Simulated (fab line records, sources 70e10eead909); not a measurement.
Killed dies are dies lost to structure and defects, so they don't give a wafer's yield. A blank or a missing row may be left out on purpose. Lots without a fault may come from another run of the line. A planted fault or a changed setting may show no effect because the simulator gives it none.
Chamber matching | flow nand_harc | NHARC_A_WL_FILL_STRIP_29 on rie_diel-09: 4 sister chambers
The step strips in O2, time 20 s. 4 wafers are shown with their chamber, then 12 later ones without.

WAFERS WITH THEIR CHAMBER
wafer  | chamber | showerhead_plenum_p_Torr (Torr)
L083.6 | 2       | 3.33
L092.3 | 0       | 3.40
L092.4 | 1       | 3.30
L092.6 | 3       | 3.44

WAFERS WITHOUT THEIR CHAMBER
wafer  | showerhead_plenum_p_Torr (Torr)
L095.1 | 3.30
L095.2 | 3.40
L095.3 | 3.33
L095.4 | 3.44
L095.5 | 3.40
L095.6 | 3.30
L096.1 | 3.40
L096.2 | 3.43
L096.6 | 3.33
L097.3 | 3.43
L097.4 | 3.30
L097.6 | 3.43

WHICH CHAMBER EACH WENT THROUGH
wafer  | from the rows above | in truth
L095.1 | 1                   | 1
L095.2 | 0                   | 0
L095.3 | 2                   | 2
L095.4 | 3                   | 3
L095.5 | 0                   | 0
L095.6 | 1                   | 1
L096.1 | 0                   | 0
L096.2 | 3                   | 3
L096.6 | 2                   | 2
L097.3 | 3                   | 3
L097.4 | 1                   | 1
L097.6 | 3                   | 3
Placed correctly: 12 of 12. Can't be placed from these rows: 0. Placed wrongly: 0.
How it was worked out, from the rows above alone: a wafer's distance from a chamber is the root of the sum, over the readings, of the square of ((its reading less the chamber's mean) divided by the reading's scatter). The wafer belongs to the nearest chamber; if the next one is less than 2 further off, it can't be placed. A chamber's mean is the mean of its shown wafers. The scatter: with one shown wafer a chamber, the root of the mean of the squares of how far each hidden wafer lies from its nearest shown one.
